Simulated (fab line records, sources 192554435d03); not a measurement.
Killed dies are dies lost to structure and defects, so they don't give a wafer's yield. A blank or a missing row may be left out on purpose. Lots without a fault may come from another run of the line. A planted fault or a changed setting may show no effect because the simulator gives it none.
Chamber matching | flow n5_finfet | N5_SD_EPI_N_ETCH_16 on rie_diel-02: 4 sister chambers
The step etches SiO2 in CHF3/O2, target depth 5 nm. 4 wafers are shown with their chamber, then 8 later ones without.

WAFERS WITH THEIR CHAMBER
wafer  | chamber | showerhead_plenum_p_Torr (Torr)
L091.2 | 1       | 2.38
L092.1 | 0       | 2.41
L092.2 | 3       | 2.51
L094.1 | 2       | 2.36

WAFERS WITHOUT THEIR CHAMBER
wafer  | showerhead_plenum_p_Torr (Torr)
L094.5 | 2.41
L094.6 | 2.50
L095.2 | 2.41
L095.3 | 2.50
L095.4 | 2.38
L096.1 | 2.41
L096.2 | 2.36
L096.4 | 2.38

WHICH CHAMBER EACH WENT THROUGH
wafer  | from the rows above | in truth
L094.5 | 0                   | 0
L094.6 | 3                   | 3
L095.2 | 0                   | 0
L095.3 | 3                   | 3
L095.4 | 1                   | 1
L096.1 | 0                   | 0
L096.2 | 2                   | 2
L096.4 | 1                   | 1
Placed correctly: 8 of 8. Can't be placed from these rows: 0. Placed wrongly: 0.
How it was worked out, from the rows above alone: a wafer's distance from a chamber is the root of the sum, over the readings, of the square of ((its reading less the chamber's mean) divided by the reading's scatter). The wafer belongs to the nearest chamber; if the next one is less than 2 further off, it can't be placed. A chamber's mean is the mean of its shown wafers. The scatter: with one shown wafer a chamber, the root of the mean of the squares of how far each hidden wafer lies from its nearest shown one.
